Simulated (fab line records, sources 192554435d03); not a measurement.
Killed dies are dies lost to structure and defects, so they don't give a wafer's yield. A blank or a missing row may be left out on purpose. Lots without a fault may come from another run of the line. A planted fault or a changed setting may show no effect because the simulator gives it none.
Chamber matching | flow n5_finfet | N5_BEOL_M15_STRIP_36 on rie_diel-03: 4 sister chambers
The step strips in O2. 4 wafers are shown with their chamber, then 10 later ones without.

WAFERS WITH THEIR CHAMBER
wafer  | chamber | showerhead_plenum_p_Torr (Torr)
L084.6 | 3       | 1.98
L083.2 | 0       | 1.93
L086.2 | 1       | 2.07
L086.3 | 2       | 2.16

WAFERS WITHOUT THEIR CHAMBER
wafer  | showerhead_plenum_p_Torr (Torr)
L086.5 | 1.93
L087.3 | 2.16
L087.5 | 1.93
L087.6 | 1.98
L093.1 | 1.92
L093.3 | 2.15
L093.6 | 1.93
L097.1 | 2.07
L097.2 | 1.97
L097.5 | 1.92

WHICH CHAMBER EACH WENT THROUGH
wafer  | from the rows above | in truth
L086.5 | 0                   | 0
L087.3 | 2                   | 2
L087.5 | 0                   | 0
L087.6 | 3                   | 3
L093.1 | 0                   | 0
L093.3 | 2                   | 2
L093.6 | 0                   | 0
L097.1 | 1                   | 1
L097.2 | 3                   | 3
L097.5 | 0                   | 0
Placed correctly: 10 of 10. Can't be placed from these rows: 0. Placed wrongly: 0.
How it was worked out, from the rows above alone: a wafer's distance from a chamber is the root of the sum, over the readings, of the square of ((its reading less the chamber's mean) divided by the reading's scatter). The wafer belongs to the nearest chamber; if the next one is less than 2 further off, it can't be placed. A chamber's mean is the mean of its shown wafers. The scatter: with one shown wafer a chamber, the root of the mean of the squares of how far each hidden wafer lies from its nearest shown one.
